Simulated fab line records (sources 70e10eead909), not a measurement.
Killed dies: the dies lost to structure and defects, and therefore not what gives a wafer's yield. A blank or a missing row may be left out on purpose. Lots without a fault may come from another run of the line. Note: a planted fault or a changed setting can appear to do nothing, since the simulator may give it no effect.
Which tool is to blame? | flow nand_harc | 19 wafers from 7 lots sampled at 3 of the route's 1159 steps

## WHAT THE GAUGES READ, wafer by wafer
NHARC_P_STI_INSPECT_11.
lot  | measured    | on                | raw_defect_count
L606 | day 2 16:52 | defect_inspect-01 | 4 9 6
L609 | day 3 12:43 | defect_inspect-01 | 5 4 3
L611 | day 4 02:35 | defect_inspect-01 | 2 5 2
L614 | day 4 17:06 | defect_inspect-01 | 5 5 7
L617 | day 5 11:23 | defect_inspect-02 | 10 7 2
L622 | day 6 17:14 | defect_inspect-02 | 20 23
L628 | day 8 01:33 | defect_inspect-01 | 3 4 4

## TOOL THAT RAN EACH LOT (tool first, then ch and the chambers of the sampled wafers, then the start)
lot  | NHARC_P_ZERO_WELL_PECVD_02   | NHARC_P_ZERO_WELL_DESCUM_54
L606 | pecvd-03 ch 1,2, day 1 18:31 | rie_diel-09 ch 0,1,2, day 1 23:53
L609 | pecvd-03 ch 0,2, day 2 12:26 | rie_diel-09 ch 0,2, day 2 17:47
L611 | pecvd-04 ch 0,2, day 3 00:26 | rie_diel-03 ch 2,3, day 3 05:53
L614 | pecvd-03 ch 0,1, day 3 18:29 | rie_diel-09 ch 0,1, day 3 23:47
L617 | pecvd-04 ch 0,1, day 4 12:29 | rie_diel-09 ch 1,2,3, day 4 18:10
L622 | pecvd-04 ch 0, day 5 18:29   | rie_diel-01 ch 1, day 5 23:59
L628 | pecvd-03 ch 0,2, day 7 06:30 | rie_diel-03 ch 1,2, day 7 12:01
- NHARC_P_ZERO_WELL_PECVD_02: deposits SiO2, target thk 10 nm.
- NHARC_P_ZERO_WELL_DESCUM_54: chemistry O2, time 3 s.

## THE ANSWER, worked out from the rows above alone
Rule: what is usual is taken from the lots themselves. The widest of any qualifying gaps counts: lots, ordered by their means at a reading, are off when they make up no more than a third of the lots, leave a main group of 4 or more, and stand apart from it by 3 or more times the standard deviation of that group's means. A main group is skipped when, at the precision printed for the reading in the tables above, its means are all equal. Also off: a lot with no number at a reading for which 4 or more lots have one. Any other lot the step has rows for is counted as sound.
Off at NHARC_P_STI_INSPECT_11 (raw_defect_count): L622. For the main group the mean is 4.8 and the standard deviation 1.3.
If a tool, at a process step before that reading, ran all the lots that are off and no sound lot after the first of them, it fits. Gauges at NHARC_P_STI_INSPECT_11: tried the same way as those tools. Can't be told from this: 3 tools fit, pecvd-04 at NHARC_P_ZERO_WELL_PECVD_02, rie_diel-01 at NHARC_P_ZERO_WELL_DESCUM_54, defect_inspect-02 at NHARC_P_STI_INSPECT_11.

## WHAT WAS PUT IN BY THE SIMULATOR
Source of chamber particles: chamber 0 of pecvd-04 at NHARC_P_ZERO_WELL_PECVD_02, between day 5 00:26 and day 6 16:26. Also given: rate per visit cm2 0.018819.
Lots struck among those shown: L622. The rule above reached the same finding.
